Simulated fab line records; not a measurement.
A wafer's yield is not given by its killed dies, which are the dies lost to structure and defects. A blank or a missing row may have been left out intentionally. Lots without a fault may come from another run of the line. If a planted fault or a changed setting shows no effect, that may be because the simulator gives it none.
Which tool did it? | flow nandHarc | 42 wafers from 14 lots sampled at 6 of the route's 1159 steps

## WHAT EACH GAUGE READ, for each wafer
NHARC_P_BONDPAD_THK_MEAS_20: measures by xrf.
lot  | measured     | on           | thkNm (nm)
L242 | day 6 01:31  | filmMetro-02 | 163.0 161.6 160.8
L243 | day 6 23:38  | filmMetro-01 | 161.4 161.3 159.4
L244 | day 7 00:43  | filmMetro-01 | 161.7 161.0 159.5
L246 | day 7 08:56  | filmMetro-02 | 162.5 159.4 160.1
L248 | day 8 06:05  | filmMetro-02 | 159.1 161.0 162.9
L250 | day 8 07:11  | filmMetro-01 | 160.5 161.2 162.6
L252 | day 8 16:05  | filmMetro-01 | 161.2 162.8 162.5
L251 | day 8 17:16  | filmMetro-02 | 163.1 161.4 160.0
L253 | day 9 18:43  | filmMetro-02 | 161.0 160.9 160.4
L256 | day 9 19:47  | filmMetro-02 | 162.9 160.9 161.7
L254 | day 9 20:28  | filmMetro-02 | 158.1 160.5 160.0
L260 | day 10 23:22 | filmMetro-01 | 157.2 158.6 160.6
L262 | day 11 08:25 | filmMetro-02 | 160.3 161.3 158.3
L264 | day 11 20:10 | filmMetro-02 | 161.9 160.2 158.5

NHARC_A_ONON_D1_THK_MEAS_24: measures by ellipsometry.
lot  | measured     | on           | thkNm (nm)
L242 | day 7 12:25  | filmMetro-01 | 992 991 990
L243 | day 8 11:08  | filmMetro-01 | 1009 1010 1009
L244 | day 8 11:21  | filmMetro-01 | 978 977 978
L246 | day 8 20:59  | filmMetro-02 | 1025 1023 1023
L248 | day 9 19:31  | filmMetro-02 | 1010 1011 1011
L250 | day 9 19:31  | filmMetro-02 | 999 1000 1000
L252 | day 10 10:25 | filmMetro-02 | 1005 1003 1004
L251 | day 10 10:25 | filmMetro-02 | 980 981 978
L253 | day 11 05:27 | filmMetro-01 | 979 982 980
L256 | day 11 05:06 | filmMetro-02 | 994 995 993
L254 | day 11 05:14 | filmMetro-01 | 1018 1021 1019
L260 | day 12 14:53 | filmMetro-02 | 668 668 670
L262 | day 12 21:44 | filmMetro-02 | 1000 670 669
L264 | day 13 04:51 | filmMetro-02 | 991 988 990

NHARC_A_ONON_D1_INSPECT_32.
lot  | measured     | on               | rawDefectCount
L242 | day 7 14:06  | defectInspect-01 | 94 117 87
L243 | day 8 12:51  | defectInspect-02 | 53 43 75
L244 | day 8 13:06  | defectInspect-01 | 66 55 90
L246 | day 8 22:41  | defectInspect-02 | 40 42 70
L248 | day 9 21:15  | defectInspect-01 | 53 70 69
L250 | day 9 21:11  | defectInspect-01 | 40 69 36
L252 | day 10 12:04 | defectInspect-02 | 65 61 59
L251 | day 10 12:15 | defectInspect-02 | 41 33 52
L253 | day 11 07:11 | defectInspect-01 | 51 70 57
L256 | day 11 06:47 | defectInspect-02 | 73 58 45
L254 | day 11 06:56 | defectInspect-02 | 68 53 53
L260 | day 12 16:34 | defectInspect-02 | 52 40 78
L262 | day 12 23:25 | defectInspect-02 | 58 67 28
L264 | day 13 06:32 | defectInspect-01 | 69 74 66

NHARC_END_SORT_01.
lot  | measured     | on        | killedAtArray | killedAtOther | killedAtPeriphery | killedDies  | killedOpen | killedShort
L254 | day 25 21:37 | prober-01 | 19            | 0             | 2                 | 21          | 3          | 1
L260 | day 26 14:43 | prober-02 | 675 672 676   | 0 0 1         | 2 5 0             | 677 677 677 | 5 6 3      | 3 1 2
L262 | day 26 21:41 | prober-02 | 15 674 670    | 1 0 0         | 6 3 7             | 22 677 677  | 4 4 7      | 0 1 1

## WHICH TOOL RAN EACH LOT (tool, then ch and the chambers of the sampled wafers, then the start)
lot  | NHARC_A_ONON_D1_DEP_22          | NHARC_A_CHANNEL_HOLE_D1_DEP_01
L242 | pecvdOnon-04 ch 0, day 7 11:53  | pecvd-03 ch 0,2, day 7 16:04
L243 | pecvdOnon-04 ch 0, day 8 10:41  | pecvd-04 ch 0,1,2, day 8 17:02
L244 | pecvdOnon-02 ch 0, day 8 10:50  | pecvd-02 ch 0,1,2, day 8 17:44
L246 | pecvdOnon-04 ch 0, day 8 20:29  | pecvd-04 ch 0,1, day 9 01:10
L248 | pecvdOnon-02 ch 0, day 9 19:01  | pecvd-03 ch 0,1, day 10 00:20
L250 | pecvdOnon-04 ch 0, day 9 19:04  | pecvd-02 ch 0,2, day 10 00:05
L252 | pecvdOnon-02 ch 0, day 10 09:54 | pecvd-04 ch 0,2, day 10 15:07
L251 | pecvdOnon-03 ch 0, day 10 10:01 | pecvd-02 ch 0,1,2, day 10 15:30
L253 | pecvdOnon-03 ch 0, day 11 05:07 | pecvd-03 ch 0,1,2, day 11 10:29
L256 | pecvdOnon-03 ch 0, day 11 04:38 | pecvd-02 ch 0,2, day 11 09:50
L254 | pecvdOnon-02 ch 0, day 11 04:47 | pecvd-03 ch 0,1, day 11 09:50
L260 | pecvdOnon-02 ch 0, day 12 14:24 | -
L262 | pecvdOnon-02 ch 0, day 12 21:14 | pecvd-02 ch 0, day 13 01:26
L264 | pecvdOnon-04 ch 0, day 13 04:23 | pecvd-04 ch 0,1, day 13 09:31
- NHARC_A_ONON_D1_DEP_22: target thk 1000 nm.
- NHARC_A_CHANNEL_HOLE_D1_DEP_01: deposits SiON, target thk 140 nm.

## AS READ BY THE TOOLS THEMSELVES (means over the sampled wafers that have a number; for cases with no such wafer, the mark the record gives instead)
NHARC_A_CHANNEL_HOLE_D1_DEP_01.
lot  | tool     | heaterPowerW (W)
L242 | pecvd-03 | 730
L243 | pecvd-04 | 651
L244 | pecvd-02 | 791
L246 | pecvd-04 | 622
L248 | pecvd-03 | 672
L250 | pecvd-02 | 781
L252 | pecvd-04 | 709
L251 | pecvd-02 | 792
L253 | pecvd-03 | 711
L256 | pecvd-02 | 789
L254 | pecvd-03 | 639
L262 | pecvd-02 | 825
L264 | pecvd-04 | 696

## THE ANSWER, worked out from the rows above alone
Rule: usual is defined by the lots themselves. Put in order of their means at a reading, lots are off if they are a third of the lots or fewer, leave a main group of 4 or more, and stand apart from it by a gap of 3 or more times the standard deviation of the main group's means; of several such gaps the widest counts. The tables above print the reading to a certain number of digits; a main group whose means all agree to those digits is not used. A lot without any number at a reading at which 4 lots or more have one is off too. Where the step has rows for the other lots, those lots are counted as sound. Order of review: gauges by route order, followed by the tools' own readings, for which a lot's mean as printed above is used. At the first step where some lot is off, the reading lying furthest off is the one used; lots without a number count as furthest.
Off, at NHARC_A_ONON_D1_THK_MEAS_24 on thkNm: L260, L262. The main group has a mean of 998 nm with a standard deviation of 15.
A tool fits if, at a process step before that reading, it ran every lot that is off, and no sound lot after the first of them. Gauges at NHARC_A_ONON_D1_THK_MEAS_24: tried the same way as those tools. One fits: NHARC_A_ONON_D1_DEP_22 on pecvdOnon-02. Its last sound lot is L254 (day 11 04:47), its first lot that is off L260 (day 12 14:24): a fault that began between those two fits.

## WHAT THE SIMULATOR HAD PUT IN
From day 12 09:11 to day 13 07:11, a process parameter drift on pecvdOnon-02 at NHARC_A_ONON_D1_DEP_22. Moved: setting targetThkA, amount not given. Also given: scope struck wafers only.
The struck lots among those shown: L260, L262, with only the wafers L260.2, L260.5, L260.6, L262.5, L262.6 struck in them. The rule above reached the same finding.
